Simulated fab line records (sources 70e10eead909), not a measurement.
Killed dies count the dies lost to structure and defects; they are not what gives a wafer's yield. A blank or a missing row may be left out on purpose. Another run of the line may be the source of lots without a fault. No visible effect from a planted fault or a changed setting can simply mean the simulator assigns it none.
Matching of chambers / flow nand-harc / rie-diel-03 running NHARC_P_ZERO_WELL_DESCUM_54: 4 sister chambers
The step chemistry O2, time 3 s. 18 wafers are shown with their chamber, then 9 later ones without.

== WAFERS PAIRED WITH THEIR CHAMBERS ==
wafer=L076.1; chamber=3; drypump-motor-current-A (A)=5.6; oes-product-au (a.u.)=0.988; throttle-valve-pct (%)=11.320
wafer=L076.2; chamber=1; drypump-motor-current-A (A)=6.0; oes-product-au (a.u.)=0.993; throttle-valve-pct (%)=11.305
wafer=L076.5; chamber=0; drypump-motor-current-A (A)=5.8; oes-product-au (a.u.)=0.989; throttle-valve-pct (%)=11.311
wafer=L080.1; chamber=3; drypump-motor-current-A (A)=5.6; oes-product-au (a.u.)=1.008; throttle-valve-pct (%)=11.313
wafer=L080.4; chamber=2; drypump-motor-current-A (A)=5.2; oes-product-au (a.u.)=0.992; throttle-valve-pct (%)=11.308
wafer=L080.5; chamber=1; drypump-motor-current-A (A)=6.0; oes-product-au (a.u.)=1.006; throttle-valve-pct (%)=11.302
wafer=L087.2; chamber=2; drypump-motor-current-A (A)=5.2; oes-product-au (a.u.)=0.978; throttle-valve-pct (%)=11.310
wafer=L087.3; chamber=0; drypump-motor-current-A (A)=5.8; oes-product-au (a.u.)=0.974; throttle-valve-pct (%)=11.320
wafer=L087.5; chamber=2; drypump-motor-current-A (A)=5.3; oes-product-au (a.u.)=0.979; throttle-valve-pct (%)=11.308
wafer=L090.1; chamber=1; drypump-motor-current-A (A)=6.0; oes-product-au (a.u.)=0.996; throttle-valve-pct (%)=11.315
wafer=L090.2; chamber=2; drypump-motor-current-A (A)=5.3; oes-product-au (a.u.)=0.981; throttle-valve-pct (%)=11.312
wafer=L090.5; chamber=1; drypump-motor-current-A (A)=6.0; oes-product-au (a.u.)=0.997; throttle-valve-pct (%)=11.315
wafer=L092.1; chamber=2; drypump-motor-current-A (A)=5.3; oes-product-au (a.u.)=0.979; throttle-valve-pct (%)=11.323
wafer=L092.3; chamber=1; drypump-motor-current-A (A)=6.0; oes-product-au (a.u.)=1.007; throttle-valve-pct (%)=11.299
wafer=L092.6; chamber=1; drypump-motor-current-A (A)=6.0; oes-product-au (a.u.)=1.007; throttle-valve-pct (%)=11.313
wafer=L092.2; chamber=0; drypump-motor-current-A (A)=5.8; oes-product-au (a.u.)=0.998; throttle-valve-pct (%)=11.311
wafer=L092.4; chamber=0; drypump-motor-current-A (A)=5.8; oes-product-au (a.u.)=0.989; throttle-valve-pct (%)=11.301
wafer=L092.5; chamber=2; drypump-motor-current-A (A)=5.3; oes-product-au (a.u.)=0.994; throttle-valve-pct (%)=11.331

SIGNATURES (means of the wafers above)
reading=drypump-motor-current-A; chamber 0=5.800; chamber 1=6.000; chamber 2=5.267; chamber 3=5.600; scatter within a chamber=0.0309
reading=oes-product-au; chamber 0=0.98750; chamber 1=1.00100; chamber 2=0.98383; chamber 3=0.99800; scatter within a chamber=0.00827
reading=throttle-valve-pct; chamber 0=11.31075; chamber 1=11.30817; chamber 2=11.31533; chamber 3=11.31650; scatter within a chamber=0.00804
Rule: a wafer's distance from a chamber is the root of the sum, over the readings, of the square of ((its reading less the chamber's mean) divided by the reading's scatter). The wafer belongs to the nearest chamber; if the next one is less than 2 further off, it can't be placed. The scatter is the square root of a quotient: the sum, over the shown wafers, of each reading's squared deviation from its chamber's mean, divided by wafers minus chambers.

== WAFERS MISSING THEIR CHAMBER ==
wafer=L093.3; drypump-motor-current-A (A)=6.0; oes-product-au (a.u.)=0.998; throttle-valve-pct (%)=11.318
wafer=L093.4; drypump-motor-current-A (A)=5.6; oes-product-au (a.u.)=0.982; throttle-valve-pct (%)=11.322
wafer=L093.6; drypump-motor-current-A (A)=6.0; oes-product-au (a.u.)=0.988; throttle-valve-pct (%)=11.297
wafer=L094.1; drypump-motor-current-A (A)=5.3; oes-product-au (a.u.)=0.990; throttle-valve-pct (%)=11.296
wafer=L094.2; drypump-motor-current-A (A)=5.6; oes-product-au (a.u.)=0.998; throttle-valve-pct (%)=11.304
wafer=L094.3; drypump-motor-current-A (A)=5.8; oes-product-au (a.u.)=0.995; throttle-valve-pct (%)=11.315
wafer=L096.1; drypump-motor-current-A (A)=6.0; oes-product-au (a.u.)=1.000; throttle-valve-pct (%)=11.310
wafer=L096.2; drypump-motor-current-A (A)=5.3; oes-product-au (a.u.)=0.982; throttle-valve-pct (%)=11.308
wafer=L096.4; drypump-motor-current-A (A)=5.6; oes-product-au (a.u.)=0.989; throttle-valve-pct (%)=11.310

== EACH ONE'S CHAMBER ==
wafer=L093.3; from the rows above=1; in truth=1
wafer=L093.4; from the rows above=3; in truth=3
wafer=L093.6; from the rows above=1; in truth=1
wafer=L094.1; from the rows above=2; in truth=2
wafer=L094.2; from the rows above=3; in truth=3
wafer=L094.3; from the rows above=0; in truth=0
wafer=L096.1; from the rows above=1; in truth=1
wafer=L096.2; from the rows above=2; in truth=2
wafer=L096.4; from the rows above=3; in truth=3
9 of 9 placed correctly. Number that these rows cannot place: 0. Placed wrongly: 0.
